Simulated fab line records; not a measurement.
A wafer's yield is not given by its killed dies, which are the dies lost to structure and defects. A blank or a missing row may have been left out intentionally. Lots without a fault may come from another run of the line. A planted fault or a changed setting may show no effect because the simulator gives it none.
fab line records	flow n5_finfet	part 1 of 2: steps 1 to 21 of 33
record lots=5	wafers=15	last_day=17
route steps=1938 shown BEOL_M14@1751 BEOL_M15@1773
lots that met no fault: from a run of the same line without faults
start_h: hours from the record's first day to the start of the lot's first wafer shown	wait_h: hours since the lot's step before	" unchanged from the row above	L1.1+2: one row covering several wafers at once	- no value present, or no start provided	* or withheld: withheld	< > ~ a bound
route shown NAME@n: a module of which the file shows steps, and the number in the route of the first	usual: mean and standard deviation over wafers with no fault	same: alike in all rows	chamber/n: place in a boat	sites: readings site by site	_std_site: standard deviation of those values	_edge_site: mean of outer sites minus mean of inner sites	radius_mm: for every site, how far away it sits from the centre of the wafer	mask NAME#n: copy n	behind: tool/chamber where the wafer was last shaped	hold: the reason the lot was held/the length of the hold in hours/how it ended	device: names the non-switching transistor (n, p or np)	end of line: tests run on the same wafers once the route is complete	a step without rows: its recipe alone	killed: not the wafer's yield, but the dies lost to structure and defects at the first sort	map: a wafer's dies, x killed, . not, _ none there
set.NAME: the run value of the setting; set.NAME@STEP: its run value at that earlier step	model.NAME: the simulator's own value behind a step, which no gauge read
certain route steps with their lots: each step a table, each wafer a row
services: from which hour (start_h, from the record's first day; less than 0 if before it) a tool's chamber was out of use, for how many hours, and why
## steps
# step N5_BEOL_M14_ETCH_68
# recipe chemistry=N2/H2	target=SOC	mask_material=SiARC	source_w=3000	bias_w=350	temp_c=40	time_s=450	ion_energy_ev=200	pressure_mtorr=30	n2_flow_sccm=200	h2_flow_sccm=200
# usual drypump_motor_current_A=5.8/0.42	oes_product_au=0.84/0.059	rf_fwd_power_W=2993/9.3	rf_vpp_V=524.1/1.9	showerhead_plenum_p_Torr=2.55/0.067	throttle_valve_pct=17.75/0.22
lot.wafer	tool	chamber	start_h	wait_h	drypump_motor_current_A	oes_product_au	rf_fwd_power_W	rf_hours_counter_h	rf_vpp_V	showerhead_plenum_p_Torr	throttle_valve_pct
L074.1	rie_diel-03	0	242.94	0.1	5.9	0.88	2992	38	525.0	2.58	17.84
L074.4	"	3	"	"	5.8	0.92	2994	27	522.3	2.48	17.47
L074.5	"	0	"	"	5.9	0.89	2997	-	523.4	2.58	17.85
L082.1	rie_diel-03	1	289.29	0.1	6.0	0.81	2989	80	522.3	2.47	17.78
L082.3	"	3	"	"	5.8	0.89	2982	44	523.3	2.48	17.49
L082.5	"	1	"	"	6.0	0.81	3004	-	521.8	2.46	17.78
L081.2	rie_diel-03	3	293.55	0.1	5.7	0.88	2996	46	522.8	2.48	17.51
L081.4	"	1	"	"	6.0	0.80	3002	82	519.5	2.46	17.77
L081.6	"	0	"	"	5.8	0.86	3003	-	524.6	2.57	17.86
L089.3	rie_diel-01	2	337.07	0.1	5.3	0.88	2989	35	521.8	2.49	17.66
L089.5	"	0	"	"	6.7	0.84	3002	-	523.8	2.60	17.62
L089.6	"	3	"	"	5.5	0.92	2994	-	522.3	2.49	17.69
L095.2	rie_diel-01	0	382.41	0.1	6.7	0.84	3007	65	525.1	2.59	17.65
L095.5	"	0	"	"	6.7	0.84	2995	-	525.0	2.59	17.63
L095.6	"	3	"	"	5.5	0.90	3000	-	522.8	2.49	17.71
# step N5_BEOL_M14_STRIP_69
# recipe chemistry=N2/H2	temp_c=40	n2_flow_sccm=200	h2_flow_sccm=200	rf_frequency_hz=6e+07
lot.wafer	tool	chamber	start_h	wait_h
L074.1+4+5	rie_diel-03	0,3,0	243.21	0.1
L082.1+3+5	rie_diel-03	1,3,1	289.55	0.1
L081.2+4+6	rie_diel-03	3,1,0	293.81	0.1
L089.3+5+6	rie_diel-01	2,0,3	337.33	0.1
L095.2+5+6	rie_diel-01	0,0,3	382.67	0.1
# step N5_BEOL_M14_TRENCH_ETCH_34
# recipe chemistry=C4F8/O2/Ar	target=SiO2	target_depth_a=5566.5	mask_material=SOC	he_inner_torr=15	he_outer_torr=30	time_s=126.9	ion_energy_ev=800	pressure_mtorr=20	source_w=1905	bias_w=2040	Ar_flow_sccm=400	C4F8_flow_sccm=16	O2_flow_sccm=12
# usual drypump_motor_current_A=5.8/0.42	oes_product_au=0.85/0.06	rf_fwd_power_W=1897/5.9	rf_vpp_V=2209/30	showerhead_plenum_p_Torr=3.45/0.087	throttle_valve_pct=30.91/0.21
lot.wafer	tool	chamber	start_h	wait_h	drypump_motor_current_A	oes_product_au	rf_fwd_power_W	rf_hours_counter_h	rf_vpp_V	showerhead_plenum_p_Torr	throttle_valve_pct
L074.1	rie_diel-03	0	243.22	0.0	5.9	0.88	1897	38	2245	3.49	31.01
L074.4	"	3	"	"	5.7	0.93	1900	27	2173	3.35	30.52
L074.5	"	0	"	"	5.9	0.88	1892	-	2244	3.49	30.99
L082.1	rie_diel-03	1	289.56	0.0	6.0	0.81	1907	80	2192	3.37	31.21
L082.3	"	3	"	"	5.7	0.90	1896	44	2172	3.34	30.55
L082.5	"	1	"	"	6.0	0.82	1905	-	2190	3.37	31.22
L081.2	rie_diel-03	3	293.82	0.0	5.7	0.90	1896	46	2172	3.34	30.53
L081.4	"	1	"	"	6.0	0.81	1900	82	2191	3.37	31.22
L081.6	"	0	"	"	5.9	0.84	1891	-	2242	3.48	31.00
L089.3	rie_diel-01	2	337.34	0.0	5.3	0.91	1887	35	2163	3.37	30.93
L089.5	"	0	"	"	6.7	0.85	1900	-	2184	3.49	30.66
L089.6	"	3	"	"	5.5	0.94	1901	-	2208	3.38	30.91
L095.2	rie_diel-01	0	382.68	0.0	6.7	0.84	1899	65	2184	3.48	30.67
L095.5	"	0	"	"	6.7	0.84	1887	-	2183	3.48	30.67
L095.6	"	3	"	"	5.5	0.91	1895	-	2206	3.37	30.91
# step N5_BEOL_M14_STRIP_70
# recipe chemistry=C4F8/O2/Ar	resist=SiARC	rf_frequency_hz=6e+07
lot.wafer	tool	chamber	start_h	wait_h
L074.1+4+5	rie_diel-03	0,3,0	243.33	0.1
L082.1+3+5	rie_diel-03	1,3,1	289.68	0.1
L081.2+4+6	rie_diel-03	3,1,0	293.93	0.1
L089.3+5+6	rie_diel-01	2,0,3	337.46	0.1
L095.2+5+6	rie_diel-01	0,0,3	382.80	0.1
# step N5_BEOL_M14_OCD_MEAS_35
# usual trench_depth_nm=565/15
lot.wafer	tool	chamber	start_h	wait_h	trench_depth_nm
L074.1	ocd-01	-	243.37	0.0	554
L074.4	"	-	"	"	589
L074.5	"	-	"	"	552
L082.1	ocd-02	-	289.72	0.0	549
L082.3	"	-	"	"	589
L082.5	"	-	"	"	559
L081.2	ocd-02	-	293.98	0.0	586
L081.4	"	-	"	"	556
L081.6	"	-	"	"	546
L089.3	ocd-01	-	337.50	0.0	589
L089.5	"	-	"	"	571
L089.6	"	-	"	"	579
L095.2	ocd-01	-	382.84	0.0	569
L095.5	"	-	"	"	566
L095.6	"	-	"	"	579
# step N5_BEOL_M14_STRIP_37
# recipe chemistry=O2	power_w=600	temp_c=60	pressure_mtorr=30	rf_frequency_hz=6e+07	bias_power_w=0	overash_fraction=0.3	o2_flow_sccm=225
# usual drypump_motor_current_A=5.8/0.44	oes_product_au=0.83/0.061	rf_vpp_V=3.6/0.93	showerhead_plenum_p_Torr=2.10/0.056	throttle_valve_pct=16.60/0.2
lot.wafer	tool	chamber	start_h	wait_h	drypump_motor_current_A	oes_product_au	rf_hours_counter_h	rf_vpp_V	showerhead_plenum_p_Torr	throttle_valve_pct
L074.1	rie_diel-01	0	245.77	2.4	6.7	0.90	22	2.1	2.15	16.54
L074.4	"	2	"	"	5.3	0.95	6	3.4	2.05	16.42
L074.5	"	2	"	"	5.3	0.96	-	2.7	2.05	16.44
L082.1	rie_diel-06	2	291.96	2.2	5.6	0.89	31	2.9	2.13	16.52
L082.3	"	3	"	"	5.7	0.71	220	5.2	2.06	17.09
L082.5	"	0	"	"	5.1	0.74	-	2.8	2.15	16.66
L081.2	rie_diel-03	3	294.87	0.9	5.8	0.86	47	2.9	2.04	16.29
L081.4	"	0	"	"	5.9	0.86	55	3.2	2.13	16.78
L081.6	"	0	"	"	5.9	0.85	-	2.9	2.13	16.77
L089.3	rie_diel-03	2	340.75	3.2	5.3	0.82	87	2.4	2.11	16.77
L089.5	"	0	"	"	5.9	0.85	-	2.9	2.12	16.80
L089.6	"	1	"	"	6.0	0.78	-	5.0	2.02	16.72
L095.2	rie_diel-01	1	383.09	0.2	6.4	0.79	136	3.8	2.09	16.38
L095.5	"	2	"	"	5.3	0.86	-	4.5	2.03	16.52
L095.6	"	1	"	"	6.4	0.78	-	3.0	2.09	16.37
# step N5_BEOL_M14_ETCH_38
# recipe chemistry=CF4/N2	target=SiCN	target_depth_a=1065	taper_deg=2	time_s=120.6	ion_energy_ev=150	mask_material=SiO2	pressure_mtorr=40	source_w=430	bias_w=70	Ar_flow_sccm=100	cf4_flow_sccm=60	n2_flow_sccm=60
# usual drypump_motor_current_A=5.8/0.44	oes_product_au=0.84/0.06	rf_fwd_power_W=428.3/1.4	rf_vpp_V=382.5/1.6	showerhead_plenum_p_Torr=2.21/0.054	throttle_valve_pct=15.39/0.21
lot.wafer	tool	chamber	start_h	wait_h	drypump_motor_current_A	oes_product_au	rf_fwd_power_W	rf_hours_counter_h	rf_vpp_V	showerhead_plenum_p_Torr	throttle_valve_pct
L074.1	rie_diel-01	0	-	-	6.7	0.90	429.7	22	383.8	2.25	15.26
L074.4	"	2	"	"	5.3	0.97	425.7	6	380.7	2.17	15.24
L074.5	"	2	"	"	5.3	0.96	427.7	-	380.1	2.17	15.25
L082.1	rie_diel-06	2	-	-	5.5	0.91	430.5	31	382.5	2.25	15.30
L082.3	"	3	"	"	5.7	0.74	428.0	220	381.2	2.18	15.94
L082.5	"	0	"	"	5.2	0.75	429.8	-	384.5	2.29	15.60
L081.2	rie_diel-03	3	-	-	5.7	0.89	427.8	47	382.3	2.15	15.06
L081.4	"	0	"	"	5.9	0.85	428.0	55	383.5	2.24	15.50
L081.6	"	0	"	"	5.9	0.85	428.9	-	383.1	2.24	15.51
L089.3	rie_diel-03	2	-	-	5.4	0.80	428.4	87	382.0	2.22	15.48
L089.5	"	0	"	"	5.9	0.83	428.9	-	382.9	2.23	15.55
L089.6	"	1	"	"	6.0	0.81	428.7	-	381.3	2.14	15.50
L095.2	rie_diel-01	1	-	-	6.4	0.81	429.3	136	381.9	2.20	15.21
L095.5	"	2	"	"	5.3	0.88	426.5	-	382.2	2.16	15.33
L095.6	"	1	"	"	6.5	0.80	426.4	-	382.0	2.21	15.21
# step N5_BEOL_M14_PRECLEAN_39
# recipe chemistry=residue_remover	time_s=60	temp_c=40
# usual bath_guard_temp_C=40.1/0.57
lot.wafer	tool	chamber	start_h	wait_h	bath_guard_temp_C
L074.1	wet_bench-03	5	245.96	-	39.6
L074.4	"	3	"	"	39.8
L074.5	"	7	"	"	40.4
L082.1	wet_bench-03	2	292.16	-	40.7
L082.3	"	7	"	"	40.1
L082.5	"	3	"	"	39.6
L081.2	wet_bench-01	1	295.07	-	39.6
L081.4	"	2	"	"	40.1
L081.6	"	0	"	"	40.5
L089.3	wet_bench-03	1	340.94	-	40.4
L089.5	"	5	"	"	39.9
L089.6	"	7	"	"	40.7
L095.2	wet_bench-02	1	383.28	-	39.2
L095.5	"	3	"	"	39.7
L095.6	"	6	"	"	40.0
# step N5_BEOL_M14_SRD_40
# recipe time_s=30	temp_c=23	rinse_liquid=diw	dry=n2_spin	spin_rpm=1500	dry_time_s=30
lot.wafer	tool	chamber	start_h	wait_h
L074.1+4+5	wet_bench-03	5,3,7	245.98	0.0
L082.1+3+5	wet_bench-03	2,7,3	292.18	0.0
L081.2+4+6	wet_bench-01	1,2,0	295.09	0.0
L089.3+5+6	wet_bench-03	1,5,7	340.97	0.0
L095.2+5+6	wet_bench-02	1,3,6	383.30	0.0
# step N5_BEOL_M14_DEGAS_41
# recipe ambient=vacuum	temp_c=300	time_s=60
# usual heater_power_w=470/40
lot.wafer	tool	chamber	start_h	wait_h	heater_power_w
L074.1	pvd_sputter-01	-	246.34	0.3	546
L074.4	"	-	"	"	412
L074.5	"	-	"	"	492
L082.1	pvd_sputter-02	-	292.65	0.5	444
L082.3	"	-	"	"	476
L082.5	"	-	"	"	511
L081.2	pvd_sputter-03	-	295.33	0.2	481
L081.4	"	-	"	"	445
L081.6	"	-	"	"	457
L089.3	pvd_sputter-01	-	341.26	0.3	411
L089.5	"	-	"	"	419
L089.6	"	-	"	"	509
L095.2	pvd_sputter-03	-	383.50	0.2	450
L095.5	"	-	"	"	500
L095.6	"	-	"	"	429
# step N5_BEOL_M14_PRE_CLEAN_42
# recipe gas=H2/He	time_s=30	temp_c=300
# usual heater_power_w=470/40
lot.wafer	tool	chamber	start_h	wait_h	heater_power_w
L074.1	pvd_sputter-01	-	246.38	0.0	554
L074.4	"	-	"	"	419
L074.5	"	-	"	"	505
L082.1	pvd_sputter-02	-	292.69	0.0	430
L082.3	"	-	"	"	468
L082.5	"	-	"	"	521
L081.2	pvd_sputter-03	-	295.37	0.0	496
L081.4	"	-	"	"	444
L081.6	"	-	"	"	456
L089.3	pvd_sputter-01	-	341.30	0.0	405
L089.5	"	-	"	"	412
L089.6	"	-	"	"	500
L095.2	pvd_sputter-03	-	383.54	0.0	460
L095.5	"	-	"	"	492
L095.6	"	-	"	"	454
# step N5_BEOL_M14_SPUTTER_43
# recipe material=TaN	target_thk_a=150	temp_c=50	bias_v=168.6	power_w=15000	chamber_pressure_pa=0.12	time_s=24.19
# usual throttle_valve_pct=29.8/0.94
lot.wafer	tool	chamber	start_h	wait_h	throttle_valve_pct
L074.1	pvd_sputter-01	-	246.42	0.0	30.3
L074.4	"	-	"	"	29.4
L074.5	"	-	"	"	30.0
L082.1	pvd_sputter-02	-	292.73	0.0	29.2
L082.3	"	-	"	"	29.1
L082.5	"	-	"	"	29.5
L081.2	pvd_sputter-03	-	295.41	0.0	29.8
L081.4	"	-	"	"	30.7
L081.6	"	-	"	"	28.6
L089.3	pvd_sputter-01	-	341.34	0.0	29.2
L089.5	"	-	"	"	29.4
L089.6	"	-	"	"	30.5
L095.2	pvd_sputter-03	-	383.58	0.0	28.7
L095.5	"	-	"	"	29.5
L095.6	"	-	"	"	30.8
# step N5_BEOL_M14_SPUTTER_44
# recipe material=Ta	target_thk_a=150	temp_c=50	bias_v=80	power_w=15000	chamber_pressure_pa=0.07	time_s=24.19
# usual throttle_valve_pct=29.8/0.92
lot.wafer	tool	chamber	start_h	wait_h	throttle_valve_pct
L074.1	pvd_sputter-01	-	246.50	0.0	30.1
L074.4	"	-	"	"	29.6
L074.5	"	-	"	"	30.5
L082.1	pvd_sputter-02	-	292.81	0.0	29.2
L082.3	"	-	"	"	28.9
L082.5	"	-	"	"	29.4
L081.2	pvd_sputter-03	-	295.49	0.0	29.4
L081.4	"	-	"	"	30.3
L081.6	"	-	"	"	28.4
L089.3	pvd_sputter-01	-	341.42	0.0	29.5
L089.5	"	-	"	"	29.3
L089.6	"	-	"	"	30.4
L095.2	pvd_sputter-03	-	383.66	0.0	28.5
L095.5	"	-	"	"	29.6
L095.6	"	-	"	"	30.6
# step N5_BEOL_M14_SPUTTER_45
# recipe material=Cu	target_thk_a=1000	temp_c=-20	bias_v=60	power_w=26000	chamber_pressure_pa=0.13	time_s=16.67
# usual chuck_gas_flow_sccm=1.26/0.062	throttle_valve_pct=29.8/0.94
lot.wafer	tool	chamber	start_h	wait_h	chuck_gas_flow_sccm	throttle_valve_pct
L074.1	pvd_sputter-01	-	246.58	0.0	1.26	30.1
L074.4	"	-	"	"	1.36	29.3
L074.5	"	-	"	"	1.26	30.1
L082.1	pvd_sputter-02	-	292.89	0.0	1.17	29.1
L082.3	"	-	"	"	1.24	29.0
L082.5	"	-	"	"	1.29	29.6
L081.2	pvd_sputter-03	-	295.57	0.0	1.26	29.8
L081.4	"	-	"	"	1.27	30.6
L081.6	"	-	"	"	1.32	28.7
L089.3	pvd_sputter-01	-	341.50	0.0	1.23	29.5
L089.5	"	-	"	"	1.30	29.4
L089.6	"	-	"	"	1.26	30.5
L095.2	pvd_sputter-03	-	383.74	0.0	1.26	28.6
L095.5	"	-	"	"	1.41	29.7
L095.6	"	-	"	"	1.26	30.7
# step N5_BEOL_M14_ECD_47
# recipe material=Cu	target_thk_a=12480
lot.wafer	tool	chamber	start_h	wait_h
L074.1+4+5	ecd_cu-02	0	246.69	0.1
L082.1+3+5	ecd_cu-01	0	293.00	0.1
L081.2+4+6	ecd_cu-02	1,0,0	295.69	0.1
L089.3+5+6	ecd_cu-02	1,0,1	341.67	0.1
L095.2+5+6	ecd_cu-01	1,0,1	383.86	0.1
# step N5_BEOL_M14_ANNEAL_48
# recipe temp_c=225	time_s=90	ambient=N2
# usual anneal_temp_c=224.99/0.17	wafer_temp_C_max=225.96/0.27
lot.wafer	tool	chamber	start_h	wait_h	anneal_temp_c	wafer_temp_C_max
L074.1	rtp_anneal-02	0	246.88	0.1	225.19	225.94
L074.4	"	0	"	"	225.22	225.71
L074.5	"	0	"	"	225.36	225.71
L082.1	rtp_anneal-01	0	293.29	0.2	224.81	225.59
L082.3	"	0	"	"	225.04	225.93
L082.5	"	0	"	"	225.11	225.39
L081.2	rtp_anneal-02	0	295.92	0.2	225.07	226.46
L081.4	"	0	"	"	225.21	226.24
L081.6	"	0	"	"	225.18	226.39
L089.3	rtp_anneal-02	0	341.90	0.2	224.65	225.79
L089.5	"	0	"	"	224.69	226.14
L089.6	"	0	"	"	225.12	225.84
L095.2	rtp_anneal-01	0	384.33	0.4	224.69	225.89
L095.5	"	0	"	"	224.78	225.67
L095.6	"	0	"	"	224.83	225.75
# step N5_BEOL_M14_CMP_49
# recipe stop_on=SiO2	t_overpolish_s=5.2	down_force_psi=2	platen_rpm=80	clearing_platen_down_force_psi=2	clearing_platen_rpm=80	post_cmp_clean=cu_alkaline	target_thk_nm=560	clearing_platen_pad_velocity_m_s=1.5917	pad_velocity_m_s=1.5917
# usual barrier_field_endpoint_s=11.33/0.26	motor_current_A=7.9/0.71	overpolish_run_s=5.200/0.0084	time_to_endpoint_s=120/4
lot.wafer	tool	chamber	start_h	wait_h	barrier_field_endpoint_s	motor_current_A	overpolish_run_s	time_to_endpoint_s
L074.1	cmp-04	2	247.23	0.3	11.10	7.8	5.203	119
L074.4	"	3	"	"	11.10	8.1	5.207	117
L074.5	"	2	"	"	11.13	7.9	5.212	118
L082.3	cmp-04	2	293.67	0.2	11.31	8.2	5.182	120
L082.1	"	3	"	"	11.32	8.2	5.184	123
L082.5	"	1	"	"	11.00	7.6	5.212	115
L081.4	cmp-02	0	296.17	0.1	11.28	7.2	5.208	120
L081.2	"	1	"	"	10.97	8.1	5.206	115
L081.6	"	0	"	"	11.22	6.9	5.211	120
L089.3	cmp-02	3	342.18	0.2	11.46	6.8	5.189	121
L089.6	"	1	"	"	11.25	8.0	5.189	114
L089.5	"	2	"	"	11.34	8.2	5.205	118
L095.2	cmp-01	3	384.58	0.2	11.70	7.6	5.209	125
L095.5	"	3	"	"	11.57	7.7	5.197	127
L095.6	"	0	"	"	11.93	8.4	5.195	131
# step N5_BEOL_M14_THK_MEAS_50
# recipe thk_meas_gauge=xrf	reads=Cu_of_BEOL_M14_ECD_47
# usual M14_THK=577/16
lot.wafer	tool	chamber	start_h	wait_h	M14_THK[nm]
L074.1	film_metro-02	-	247.49	-	567
L074.4	"	-	"	"	596
L074.5	"	-	"	"	561
L082.1	film_metro-02	-	293.88	-	559
L082.3	"	-	"	"	600
L082.5	"	-	"	"	573
L081.2	film_metro-01	-	296.47	-	599
L081.4	"	-	"	"	569
L081.6	"	-	"	"	561
L089.3	film_metro-01	-	342.40	-	603
L089.5	"	-	"	"	586
L089.6	"	-	"	"	591
L095.2	film_metro-01	-	384.88	-	580
L095.5	"	-	"	"	581
L095.6	"	-	"	"	593
# step N5_BEOL_M14_PRE_CLEAN_52
# recipe gas=NH3	time_s=15	temp_c=withheld	rf_power_w=300
# usual rf_fwd_power_W=294.3/2
lot.wafer	tool	chamber	start_h	wait_h	rf_fwd_power_W
L074.1	pecvd-03	1	247.53	0.0	291.4
L074.4	"	0	"	"	294.0
L074.5	"	1	"	"	292.2
L082.1	pecvd-01	1	293.92	0.0	296.3
L082.3	"	2	"	"	295.7
L082.5	"	1	"	"	296.4
L081.2	pecvd-02	1	296.50	0.0	297.0
L081.4	"	0	"	"	296.3
L081.6	"	2	"	"	294.1
L089.3	pecvd-02	2	342.44	0.0	293.0
L089.5	"	2	"	"	292.8
L089.6	"	1	"	"	296.8
L095.2	pecvd-01	2	384.91	0.0	293.5
L095.5	"	0	"	"	293.5
L095.6	"	2	"	"	293.7
# step N5_BEOL_M14_DEP_53
# recipe material=SiCN	target_thk_a=500	temp_c=withheld	precursor=3MS/NH3	pressure_torr=3	rf_w=675	time_s=17.8
# usual rf_fwd_power_W=666/4	showerhead_plenum_p_Torr=4.16/0.031	throttle_valve_pct=17.7/0.81
lot.wafer	tool	chamber	start_h	wait_h	rf_fwd_power_W	showerhead_plenum_p_Torr	throttle_valve_pct
L074.1	pecvd-03	1	247.55	0.0	666	4.16	17.8
L074.4	"	0	"	"	661	4.13	18.0
L074.5	"	1	"	"	666	4.15	17.8
L082.1	pecvd-01	1	293.95	0.0	673	4.13	18.1
L082.3	"	2	"	"	663	4.15	16.0
L082.5	"	1	"	"	673	4.14	18.3
L081.2	pecvd-02	1	296.53	0.0	670	4.17	18.9
L081.4	"	0	"	"	671	4.17	17.8
L081.6	"	2	"	"	657	4.22	17.4
L089.3	pecvd-02	2	342.46	0.0	664	4.23	17.0
L089.5	"	2	"	"	663	4.22	17.3
L089.6	"	1	"	"	667	4.18	18.8
L095.2	pecvd-01	2	384.95	0.0	666	4.15	16.2
L095.5	"	0	"	"	660	4.11	18.2
L095.6	"	2	"	"	665	4.16	16.2
# step N5_BEOL_M14_RS_MEAS_54
# recipe thk_meas_gauge=four-point-probe	reads=Cu_of_BEOL_M14_ECD_47+Ta_of_BEOL_M14_SPUTTER_44+TaN_of_BEOL_M14_SPUTTER_43
# usual M14_RS=0.0327/0.00089
lot.wafer	tool	chamber	start_h	wait_h	M14_RS[ohm/sq]
L074.1	film_metro-02	-	247.62	0.0	0.0332
L074.4	"	-	"	"	0.0313
L074.5	"	-	"	"	0.0334
L082.1	film_metro-01	-	294.01	0.0	0.0336
L082.3	"	-	"	"	0.0314
L082.5	"	-	"	"	0.0330
L081.2	film_metro-02	-	296.60	0.1	0.0316
L081.4	"	-	"	"	0.0332
L081.6	"	-	"	"	0.0338
L089.3	film_metro-01	-	342.53	0.1	0.0313
L089.5	"	-	"	"	0.0323
L089.6	"	-	"	"	0.0320
L095.2	film_metro-02	-	385.04	0.1	0.0324
L095.5	"	-	"	"	0.0325
L095.6	"	-	"	"	0.0319
